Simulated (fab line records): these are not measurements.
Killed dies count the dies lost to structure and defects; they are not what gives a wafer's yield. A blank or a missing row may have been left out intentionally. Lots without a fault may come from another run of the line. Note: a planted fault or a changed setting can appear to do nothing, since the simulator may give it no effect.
Matching of chambers    flow nandHarc    3 sister chambers for NHARC_A_SLIT_DEP_25 on pecvd-02
The step deposits SiO2, target thk 200 nm. 3 wafers are shown with their chamber, then 8 later ones without.

== WAFERS, EACH WITH ITS CHAMBER ==
wafer   chamber  throttleValvePct (%)
L486.4  1        16.9
L486.5  2        16.4
L493.4  0        15.3

== WAFERS MISSING THEIR CHAMBER ==
wafer   throttleValvePct (%)
L493.5  16.4
L493.6  16.1
L500.2  16.2
L500.3  16.7
L500.4  16.5
L499.1  16.6
L499.2  16.2
L499.5  16.1

== WHICH CHAMBER EACH ONE RAN IN ==
wafer    from the rows above       in truth
L493.5   2                         2
L493.6   2                         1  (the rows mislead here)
L500.2   2                         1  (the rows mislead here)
L500.3   can't be placed: 1 or 2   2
L500.4   can't be placed: 2 or 1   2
L499.1   can't be placed: 2 or 1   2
L499.2   2                         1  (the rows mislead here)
L499.5   2                         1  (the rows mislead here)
Placed correctly: 1 of 8. Unplaceable from these rows: 3, with the true chamber sitting among the candidates in 3. Number placed wrongly: 4.
How it was worked out, from the rows above alone: a wafer's distance from a chamber is the root of the sum, over the readings, of the square of ((its reading less the chamber's mean) divided by the reading's scatter). The wafer belongs to the nearest chamber; if the next one is less than 2 further off, it can't be placed. For every chamber, the mean is computed from those of its wafers that are shown. The scatter: with one shown wafer a chamber, the root of the mean of the squares of how far each hidden wafer lies from its nearest shown one.
